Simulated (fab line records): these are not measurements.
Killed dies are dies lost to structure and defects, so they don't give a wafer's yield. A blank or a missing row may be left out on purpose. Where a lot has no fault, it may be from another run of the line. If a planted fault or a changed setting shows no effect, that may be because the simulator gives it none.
Matching of chambers || flow n5 finfet || N5_BEOL_M10_STRIP_67 on rie diel-03: 4 sister chambers
The step strips in CF4. 4 wafers are shown with their chamber, then 10 later ones without.

## WAFERS PAIRED WITH THEIR CHAMBERS
{"wafer": "L085.2", "chamber": 2, "drypump motor current A (A)": 6.2}
{"wafer": "L091.1", "chamber": 0, "drypump motor current A (A)": 5.3}
{"wafer": "L091.2", "chamber": 3, "drypump motor current A (A)": 5.1}
{"wafer": "L093.4", "chamber": 1, "drypump motor current A (A)": 5.8}

## WAFERS WHOSE CHAMBER IS MISSING
{"wafer": "L093.6", "drypump motor current A (A)": 5.1}
{"wafer": "L094.4", "drypump motor current A (A)": 5.1}
{"wafer": "L094.5", "drypump motor current A (A)": 6.3}
{"wafer": "L094.6", "drypump motor current A (A)": 5.3}
{"wafer": "L076.2", "drypump motor current A (A)": 5.1}
{"wafer": "L076.3", "drypump motor current A (A)": 5.3}
{"wafer": "L076.5", "drypump motor current A (A)": 6.3}
{"wafer": "L097.1", "drypump motor current A (A)": 5.3}
{"wafer": "L097.3", "drypump motor current A (A)": 6.3}
{"wafer": "L097.6", "drypump motor current A (A)": 6.3}

## THE CHAMBER EACH PASSED THROUGH
{"wafer": "L093.6", "from the rows above": 3, "in truth": 3}
{"wafer": "L094.4", "from the rows above": 3, "in truth": 3}
{"wafer": "L094.5", "from the rows above": 2, "in truth": 2}
{"wafer": "L094.6", "from the rows above": 0, "in truth": 0}
{"wafer": "L076.2", "from the rows above": 3, "in truth": 3}
{"wafer": "L076.3", "from the rows above": 0, "in truth": 0}
{"wafer": "L076.5", "from the rows above": 2, "in truth": 2}
{"wafer": "L097.1", "from the rows above": 0, "in truth": 0}
{"wafer": "L097.3", "from the rows above": 2, "in truth": 2}
{"wafer": "L097.6", "from the rows above": 2, "in truth": 2}
10 of 10 placed correctly. Left unplaced by these rows: 0. Wrongly placed: 0.
How it was worked out, from the rows above alone: a wafer's distance from a chamber is the root of the sum, over the readings, of the square of ((its reading less the chamber's mean) divided by the reading's scatter). The wafer belongs to the nearest chamber; if the next one is less than 2 further off, it can't be placed. Each chamber's mean is taken over the wafers shown for it. The scatter: root of mean squared gap, hidden wafer to nearest shown wafer, with one shown wafer a chamber.
